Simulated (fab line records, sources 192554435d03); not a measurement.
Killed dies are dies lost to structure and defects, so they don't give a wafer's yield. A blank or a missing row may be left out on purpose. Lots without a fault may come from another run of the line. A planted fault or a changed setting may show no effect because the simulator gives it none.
Which tool did it? | flow n5_finfet | 10 lots, 28 wafers sampled, at 6 steps of a route of 1938

WHAT THE GAUGES READ, wafer by wafer
N5_BEOL_M4_RC_MEAS_101. Usual: DIBL_N 36.4 mV/V, standard deviation 1.2; DIBL_P 36.1 mV/V, standard deviation 1.6; IOFF_N 0.156 nA/um, standard deviation 0.024; IOFF_P 0.21 nA/um, standard deviation 0.031; ION_N 674 uA/um, standard deviation 11; ION_P 463 uA/um, standard deviation 6.9; SS_N 71.5 mV/dec, standard deviation 0.5; SS_P 73.2 mV/dec, standard deviation 0.55; VT_N 250.0 mV, standard deviation 2.9; VT_P -250 mV, standard deviation 3.6.
lot  | measured     | on        | DIBL_N (mV/V)  | DIBL_P (mV/V)  | IOFF_N (nA/um)    | IOFF_P (nA/um) | ION_N (uA/um) | ION_P (uA/um) | SS_N (mV/dec)  | SS_P (mV/dec)  | VT_N (mV)         | VT_P (mV)      | flag
L388 | day 7 23:52  | prober-01 | 36.0 35.7 36.9 | 35.3 35.0 35.9 | 0.151 0.147 0.168 | 0.23 0.22 0.24 | 682 677 679   | 472 471 469   | 71.9 72.0 71.3 | 73.1 72.9 72.6 | 250.8 251.0 247.8 | -246 -246 -245 |
L389 | day 8 05:44  | prober-01 | 37.3 38.7 36.8 | 38.3 39.4 37.6 | 0.181 0.208 0.167 | 0.23 0.24 0.21 | 680 684 674   | 469 464 459   | 72.1 72.1 72.4 | 73.3 73.8 73.3 | 247.3 244.2 247.0 | -250 -249 -251 |
L391 | day 8 21:00  | prober-02 | 37.3 35.2 36.6 | 39.6 37.1 38.4 | 0.204 0.160 0.183 | 0.26 0.22 0.24 | 698 669 676   | 473 459 461   | 72.3 71.4 71.8 | 73.9 73.7 73.5 | 245.0 249.5 247.5 | -250 -248 -250 |
L394 | day 9 03:59  | prober-02 | 34.6 35.2 36.4 | 33.9 35.1 36.3 | 0.136 0.148 0.181 | 0.20 0.22 0.25 | 661 678 688   | 466 468 482   | 70.7 71.2 71.6 | 73.5 73.2 73.9 | 250.5 251.3 246.8 | -249 -247 -246 |
L395 | day 9 11:13  | prober-02 | 38.4 37.3 37.4 | 38.1 38.3 37.4 | 0.182 0.173 0.163 | 0.22 0.21 0.19 | 684 677 683   | 467 461 466   | 71.4 72.0 71.9 | 73.2 72.5 73.1 | 248.8 247.9 249.7 | -250 -248 -249 |
L400 | day 11 02:11 | prober-01 | 37.0 37.7 36.5 | 35.7 36.9 35.4 | 0.143 0.156 0.135 | 0.17 0.18 0.16 | 665 684 667   | 455 458 454   | 72.0 72.1 71.4 | 73.3 73.2 73.1 | 250.7 249.1 252.3 | -259 -258 -259 |
L405 | day 12 19:10 | prober-01 | 33.6 34.9      | 34.5 36.2      | 0.101 0.126       | 0.16 0.18      | 653 663       | 455 460       | 70.5 71.2      | 73.0 72.9      | 258.6 253.7       | -256 -254      |
L407 | day 12 20:46 | prober-02 | 34.5 34.4      | 35.2 33.8      | 0.134 0.120       | 0.20 0.18      | 670 660       | 467 459       | 71.1 70.2      | 72.5 72.6      | 249.4 251.6       | -250 -250      |
L409 | day 14 02:38 | prober-02 | 37.1 36.2 36.1 | 37.7 36.1 36.2 | 0.179 0.154 0.154 | 0.23 0.20 0.20 | 668 657 670   | 464 455 460   | 71.8 71.2 71.6 | 74.1 73.4 73.5 | 247.6 252.0 250.1 | -249 -253 -253 |
L410 | day 14 02:44 | prober-01 | 35.8 35.0 35.1 | 35.8 34.4 34.8 | 0.156 0.141 0.140 | 0.19 0.17 0.17 | 678 674 681   | 464 452 464   | 71.4 72.0 71.5 | 73.8 73.3 72.8 | 248.1 251.6 248.5 | -253 -255 -254 |

N5_BEOL_M5_THK_MEAS_01. Usual: M5_ILD_THK 121.0 nm, standard deviation 1.3.
lot  | measured     | on            | M5_ILD_THK (nm)   | flag
L388 | day 8 01:25  | film_metro-01 | 121.7 120.8 121.1 |
L389 | day 8 07:19  | film_metro-02 | 119.4 121.7 123.0 |
L391 | day 8 22:33  | film_metro-02 | 119.6 119.7 120.7 |
L394 | day 9 05:22  | film_metro-01 | 121.3 121.0 122.6 |
L395 | day 9 12:56  | film_metro-01 | 119.5 121.2 122.7 |
L400 | day 11 03:36 | film_metro-01 | 119.2 120.6 121.5 |
L405 | day 12 20:14 | film_metro-01 | 206.1 122.5       | OFF
L407 | day 12 21:50 | film_metro-01 | 206.7 122.6       | OFF
L409 | day 14 04:10 | film_metro-01 | 117.5 121.1 205.3 | OFF
L410 | day 14 04:17 | film_metro-01 | 120.4 119.0 121.1 |

WHICH TOOL RAN EACH LOT (tool, then ch and the chambers of the sampled wafers, then the start)
lot  | N5_BEOL_M4_ANNEAL_82         | N5_BEOL_M4_ANNEAL_51             | N5_BEOL_M4_CO_CAP_55             | N5_BEOL_M5_ILD_DEP_00
L388 | pvd_sputter-01, day 7 21:29  | rtp_anneal-01 ch 0, day 7 22:55  | cvd_co-02 ch 1,2, day 7 23:36    | pecvd-02 ch 0,1,2, day 8 00:51
L389 | pvd_sputter-01, day 8 03:24  | rtp_anneal-01 ch 0, day 8 04:50  | cvd_co-01 ch 0,1,2, day 8 05:31  | pecvd-02 ch 0,2, day 8 06:43
L391 | pvd_sputter-02, day 8 18:34  | rtp_anneal-02 ch 0, day 8 20:01  | cvd_co-01 ch 0,1,2, day 8 20:46  | pecvd-03 ch 0,1,2, day 8 21:58
L394 | pvd_sputter-01, day 9 01:08  | rtp_anneal-02 ch 0, day 9 02:56  | cvd_co-01 ch 0,1,2, day 9 03:34  | pecvd-02 ch 0,2, day 9 04:47
L395 | pvd_sputter-01, day 9 08:34  | rtp_anneal-02 ch 0, day 9 10:05  | cvd_co-01 ch 1,2, day 9 10:40    | pecvd-02 ch 0,2, day 9 11:53
L400 | pvd_sputter-03, day 10 23:41 | rtp_anneal-02 ch 0, day 11 01:10 | cvd_co-01 ch 1,2, day 11 01:48   | pecvd-01 ch 0,1, day 11 02:59
L405 | pvd_sputter-02, day 12 15:59 | rtp_anneal-02 ch 0, day 12 17:55 | cvd_co-02 ch 0,1, day 12 18:30   | pecvd-02 ch 0,1, day 12 19:41
L407 | pvd_sputter-01, day 12 17:22 | rtp_anneal-02 ch 0, day 12 19:22 | cvd_co-02 ch 0,1, day 12 20:06   | pecvd-02 ch 0,1, day 12 21:17
L409 | pvd_sputter-03, day 14 00:17 | rtp_anneal-01 ch 0, day 14 01:44 | cvd_co-02 ch 0,1,2, day 14 02:24 | pecvd-02 ch 0,1,2, day 14 03:35
L410 | pvd_sputter-02, day 14 00:22 | rtp_anneal-02 ch 0, day 14 01:50 | cvd_co-02 ch 0,1, day 14 02:31   | pecvd-03 ch 0,1, day 14 03:43
- N5_BEOL_M4_ANNEAL_82: time 240 s.
- N5_BEOL_M4_ANNEAL_51: time 90 s.
- N5_BEOL_M4_CO_CAP_55: material Co, precursor CCTBA/H2, target thk 2 nm, time 102.1 s.
- N5_BEOL_M5_ILD_DEP_00: deposits SiCOH lowk from DEMS/porogen, target thk 140.64 nm, time 25.9 s.

WHAT THE TOOLS THEMSELVES READ (means of the sampled wafers that have a number; where no wafer has one, the mark that the record gives instead)
N5_BEOL_M4_ANNEAL_82. Usual: heater_power_w 816 W, standard deviation 81.
lot  | tool           | heater_power_w (W) | flag
L388 | pvd_sputter-01 | 814                |
L389 | pvd_sputter-01 | 779                |
L391 | pvd_sputter-02 | 857                |
L394 | pvd_sputter-01 | 791                |
L395 | pvd_sputter-01 | 794                |
L400 | pvd_sputter-03 | 781                |
L405 | pvd_sputter-02 | 826                |
L407 | pvd_sputter-01 | 850                |
L409 | pvd_sputter-03 | 723                |
L410 | pvd_sputter-02 | 852                |

N5_BEOL_M4_ANNEAL_51. Usual: anneal_temp_c 225.02 C, standard deviation 0.17; wafer_temp_C_max 225.77, standard deviation 0.26.
lot  | tool          | anneal_temp_c (C) | wafer_temp_C_max | flag
L388 | rtp_anneal-01 | 225.07            | 226.01           |
L389 | rtp_anneal-01 | 225.19            | 225.97           |
L391 | rtp_anneal-02 | 224.63            | 225.77           |
L394 | rtp_anneal-02 | 225.06            | 225.55           |
L395 | rtp_anneal-02 | 225.03            | 225.68           |
L400 | rtp_anneal-02 | 225.11            | 225.65           |
L405 | rtp_anneal-02 | 225.23            | 225.50           |
L407 | rtp_anneal-02 | 225.03            | 225.70           |
L409 | rtp_anneal-01 | 225.16            | 225.82           |
L410 | rtp_anneal-02 | 225.19            | 225.55           |

N5_BEOL_M4_CO_CAP_55. Usual: heater_power_w 220 W, standard deviation 18.
lot  | tool      | heater_power_w (W) | flag
L388 | cvd_co-02 | 211                |
L389 | cvd_co-01 | 236                |
L391 | cvd_co-01 | 233                |
L394 | cvd_co-01 | 238                |
L395 | cvd_co-01 | 223                |
L400 | cvd_co-01 | 227                |
L405 | cvd_co-02 | 209                |
L407 | cvd_co-02 | 212                |
L409 | cvd_co-02 | 207                |
L410 | cvd_co-02 | 211                |

N5_BEOL_M5_ILD_DEP_00. Usual: heater_power_w 320 W, standard deviation 51; showerhead_plenum_p_Torr 5.746 Torr, standard deviation 0.013; throttle_valve_pct 13.9 %, standard deviation 0.54.
lot  | tool     | heater_power_w (W) | showerhead_plenum_p_Torr (Torr) | throttle_valve_pct (%) | flag
L388 | pecvd-02 | 310                | 5.754                           | 13.7                   |
L389 | pecvd-02 | 343                | 5.751                           | 13.8                   |
L391 | pecvd-03 | 289                | 5.759                           | 14.4                   |
L394 | pecvd-02 | 335                | 5.742                           | 13.7                   |
L395 | pecvd-02 | 339                | 5.747                           | 13.9                   |
L400 | pecvd-01 | 360                | 5.734                           | 13.9                   |
L405 | pecvd-02 | 321                | 5.756                           | 13.9                   |
L407 | pecvd-02 | 322                | 5.758                           | 13.7                   |
L409 | pecvd-02 | 325                | 5.746                           | 13.7                   |
L410 | pecvd-03 | 300                | 5.744                           | 14.7                   |

THE ANSWER, worked out from the rows above alone
Rule: a lot is off if the mean of its wafers that have a number lies more than 3 standard deviations from the usual mean. A lot without any number at a reading at which 4 lots or more have one is off too. The other lots that the step has rows for count as sound. The gauges are gone through in route order, then the tools' own readings, and for those a lot's mean is taken as printed above. The first step at which some lot is off is used, and at that step the reading that is off furthest; a lot without a number counts as furthest.
Off: L405, L407, L409, at N5_BEOL_M5_THK_MEAS_01 (M5_ILD_THK).
A tool fits if, at a process step before that reading, it ran every lot that is off, and no sound lot after the first of them. The gauges at N5_BEOL_M5_THK_MEAS_01 are tried like those tools. One fits: pecvd-02 at N5_BEOL_M5_ILD_DEP_00. Its last sound lot is L395 (day 9 11:53), its first lot that is off L405 (day 12 19:41): a fault that began between those two fits.

WHAT THE SIMULATOR HAD PUT IN
Process parameter drift: pecvd-02, from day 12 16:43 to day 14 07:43, at N5_BEOL_M5_ILD_DEP_00. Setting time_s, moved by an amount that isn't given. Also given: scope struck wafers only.
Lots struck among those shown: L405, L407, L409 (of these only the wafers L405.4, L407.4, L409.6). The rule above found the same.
